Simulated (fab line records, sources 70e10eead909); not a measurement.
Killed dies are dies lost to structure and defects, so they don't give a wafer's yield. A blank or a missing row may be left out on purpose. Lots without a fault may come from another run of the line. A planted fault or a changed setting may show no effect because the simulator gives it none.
Chamber matching | flow nand_harc | NHARC_A_CHANNEL_HOLE_D2_DESCUM_15 on rie_diel-07: 4 sister chambers
The step chemistry O2, time 3 s. 18 wafers are shown with their chamber, then 9 later ones without.

WAFERS WITH THEIR CHAMBER
wafer  | chamber | showerhead_plenum_p_Torr (Torr) | drypump_motor_current_A (A) | oes_product_au (a.u.)
L077.2 | 3       | 1.82                            | 5.8                         | 1.002
L077.3 | 0       | 1.81                            | 5.2                         | 1.013
L077.5 | 0       | 1.81                            | 5.2                         | 1.004
L079.1 | 2       | 1.88                            | 5.8                         | 0.974
L079.5 | 3       | 1.82                            | 5.8                         | 1.000
L079.6 | 2       | 1.88                            | 5.8                         | 0.973
L081.2 | 2       | 1.88                            | 5.8                         | 0.975
L081.3 | 1       | 2.04                            | 6.5                         | 0.991
L081.4 | 1       | 2.05                            | 6.5                         | 0.982
L083.1 | 0       | 1.81                            | 5.2                         | 1.000
L083.2 | 1       | 2.04                            | 6.5                         | 0.993
L083.3 | 3       | 1.82                            | 5.8                         | 0.997
L085.2 | 3       | 1.82                            | 5.8                         | 1.002
L085.3 | 0       | 1.81                            | 5.2                         | 1.002
L085.6 | 3       | 1.82                            | 5.7                         | 1.006
L089.2 | 2       | 1.88                            | 5.8                         | 0.965
L089.5 | 1       | 2.04                            | 6.5                         | 0.989
L089.6 | 0       | 1.81                            | 5.2                         | 1.009

SIGNATURES (means of the wafers above)
reading                  | chamber 0 | chamber 1 | chamber 2 | chamber 3 | scatter within a chamber
showerhead_plenum_p_Torr | 1.8100    | 2.0425    | 1.8800    | 1.8200    | 0.00231
drypump_motor_current_A  | 5.200     | 6.500     | 5.800     | 5.780     | 0.0239
oes_product_au           | 1.00560   | 0.98875   | 0.97175   | 1.00140   | 0.00453
Rule: a wafer's distance from a chamber is the root of the sum, over the readings, of the square of ((its reading less the chamber's mean) divided by the reading's scatter). The wafer belongs to the nearest chamber; if the next one is less than 2 further off, it can't be placed. The scatter: the root of (the sum of the squares of (reading less its chamber's mean) over the shown wafers, divided by (wafers less chambers)).

WAFERS WITHOUT THEIR CHAMBER
wafer  | showerhead_plenum_p_Torr (Torr) | drypump_motor_current_A (A) | oes_product_au (a.u.)
L090.2 | 1.88                            | 5.8                         | 0.960
L090.5 | 1.88                            | 5.8                         | 0.970
L090.6 | 1.81                            | 5.8                         | 0.994
L094.1 | 2.04                            | 6.5                         | 0.993
L094.4 | 1.81                            | 5.8                         | 1.000
L094.5 | 1.81                            | 5.8                         | 0.994
L096.1 | 1.88                            | 5.8                         | 0.987
L096.3 | 1.81                            | 5.8                         | 0.978
L096.4 | 1.81                            | 5.2                         | 1.006

WHICH CHAMBER EACH WENT THROUGH
wafer  | from the rows above | in truth
L090.2 | 2                   | 2
L090.5 | 2                   | 2
L090.6 | 3                   | 3
L094.1 | 1                   | 1
L094.4 | 3                   | 3
L094.5 | 3                   | 3
L096.1 | 2                   | 2
L096.3 | 3                   | 3
L096.4 | 0                   | 0
Placed correctly: 9 of 9. Can't be placed from these rows: 0. Placed wrongly: 0.
